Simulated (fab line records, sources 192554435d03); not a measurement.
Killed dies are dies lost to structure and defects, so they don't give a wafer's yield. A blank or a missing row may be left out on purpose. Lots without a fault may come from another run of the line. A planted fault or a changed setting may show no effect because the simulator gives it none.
Split-lot experiment | flow n5_finfet | 7 lots, 39 wafers read, on a route of 1938 steps

THE SPLIT
At N5_BEOL_M10_ILD_DEP_00 (deposits SiCOH lowk from DEMS/porogen, target thk 308.51 nm, time 58 s), the setting target_thk_a was moved away from the recipe's 3085.1 angstrom on 15 of the 39 wafers read, by -51.1% to +41.9%. The other wafers ran this setting at the recipe's value.

FROM THE SPLIT TO THE READING: what the file shows between them, 1 step
- N5_BEOL_M10_CURE_71: cures SiCOH lowk, time 240 s

THE READING
M10_ILD_THK, in nm, at N5_BEOL_M10_THK_MEAS_01. Fault-free wafers of this fab line usually give 269 nm, standard deviation 3.4 nm.

wafer  | tool, chamber at the split | target_thk_a as run, angstrom | against the recipe | M10_ILD_THK, nm | against lot-mates on the recipe
L078.1 | pecvd-04, 2                | 3085.1                        | recipe             | 269             | -
L078.2 | pecvd-04, 0                | 1509                          | -51.1%             | 131             | -140
L078.3 | pecvd-04, 1                | 3085.1                        | recipe             | 269             | -
L078.4 | pecvd-04, 2                | 3085.1                        | recipe             | 275             | -
L078.5 | pecvd-04, 1                | 1509                          | -51.1%             | 130             | -141
L078.6 | pecvd-04, 0                | 1509                          | -51.1%             | 136             | -135
L079.1 | pecvd-01, 0                | 3085.1                        | recipe             | 262             | -
L079.2 | pecvd-01, 2                | 3880                          | +25.8%             | 336             | +68
L079.3 | pecvd-01, 2                | 3880                          | +25.8%             | 338             | +70
L079.4 | pecvd-01, 0                | 3085.1                        | recipe             | 268             | -
L079.5 | pecvd-01, 0                | 3880                          | +25.8%             | 339             | +71
L079.6 | pecvd-01, 2                | 3085.1                        | recipe             | 274             | -
L083.1 | pecvd-01, 1                | 3085.1                        | recipe             | 261             | -
L083.2 | pecvd-01, 0                | 3085.1                        | recipe             | 267             | -
L083.3 | pecvd-01, 0                | 4065                          | +31.8%             | 356             | +92
L083.4 | pecvd-01, 1                | 4065                          | +31.8%             | 354             | +90
L083.5 | pecvd-01, 1                | 3085.1                        | recipe             | 264             | -
L083.6 | pecvd-01, 0                | 4065                          | +31.8%             | 359             | +95
L082.1 | pecvd-04, 2                | 3085.1                        | recipe             | 268             | -
L082.2 | pecvd-04, 0                | 4377                          | +41.9%             | 380             | +109
L082.3 | pecvd-04, 1                | 4377                          | +41.9%             | 380             | +109
L082.4 | pecvd-04, 0                | 4377                          | +41.9%             | 389             | +118
L082.5 | pecvd-04, 2                | 3085.1                        | recipe             | 274             | -
L082.6 | pecvd-04, 1                | 3085.1                        | recipe             | 272             | -
L087.3 | pecvd-04, 2                | 3085.1                        | recipe             | 270             | -
L087.5 | pecvd-04, 2                | 3085.1                        | recipe             | 272             | -
L087.6 | pecvd-04, 1                | 3085.1                        | recipe             | 270             | -
L094.1 | pecvd-04, 2                | 3085.1                        | recipe             | 266             | -
L094.2 | pecvd-04, 1                | 3085.1                        | recipe             | 265             | -
L094.3 | pecvd-04, 2                | 3085.1                        | recipe             | 276             | -
L094.4 | pecvd-04, 1                | 3085.1                        | recipe             | 270             | -
L094.5 | pecvd-04, 2                | 3085.1                        | recipe             | 273             | -
L094.6 | pecvd-04, 1                | 3085.1                        | recipe             | 271             | -
L093.1 | pecvd-01, 1                | 3646                          | +18.2%             | 310             | +42
L093.2 | pecvd-01, 2                | 3085.1                        | recipe             | 267             | -
L093.3 | pecvd-01, 0                | 3085.1                        | recipe             | 266             | -
L093.4 | pecvd-01, 1,2              | 3646                          | +18.2%             | 319             | +51
L093.5 | pecvd-01, 0                | 3085.1                        | recipe             | 271             | -
L093.6 | pecvd-01, 1,2              | 3646                          | +18.2%             | 319             | +51
Where a row lists several chambers, the file gives one row for several wafers and doesn't say which wafer went through which chamber.

THE FIT
A straight line over all 39 wafers: M10_ILD_THK changes by +2.69 nm for each +1% of target_thk_a; r = +1.00; the points scatter about the line by 3.8 nm.
The same after taking each lot's own level away (the mean of its wafers on the recipe; 39 wafers): +2.73 nm for each +1%; r = +1.00; scatter 3.7 nm.
On that fit, the largest move of target_thk_a shifts the reading by 1.4e+02 nm.
The lots' own levels span 264.0 to 271.3 nm, that is 2.2 times the standard deviation above.
So the lot-to-lot level changes the slope little: the two slopes agree.
Check: with one of the wafers moved furthest among these (-51.1%) left out of the fit, the line predicts -139 nm for it against its lot-mates. It came out at -140 nm against them.

THE WHOLE CHAIN: every reading that the file lists as answering this split, in the file's order
step                    | what it does                                                           | reading                                                                                   | change (the file's fit)              | r (the file's)
N5_BEOL_M10_ILD_DEP_00  | deposits SiCOH lowk from DEMS/porogen, target thk 308.51 nm, time 58 s | SiCOH_lowk_of_BEOL_M10_ILD_DEP_00.thk_nm (the simulator's own value, which no gauge read) | +3.08 nm for each +1% of the setting | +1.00
N5_BEOL_M10_CURE_71     | cures SiCOH lowk, time 240 s                                           | SiCOH_lowk_of_BEOL_M10_ILD_DEP_00.thk_nm (the simulator's own value, which no gauge read) | +2.72 nm for each +1% of the setting | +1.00
N5_BEOL_M10_THK_MEAS_01 |                                                                        | M10_ILD_THK                                                                               | +2.72 for each +1% of the setting    | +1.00

THE FILE'S OWN FIT
M10_ILD_THK changes by +2.72 nm for each +1% of target_thk_a, r = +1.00.
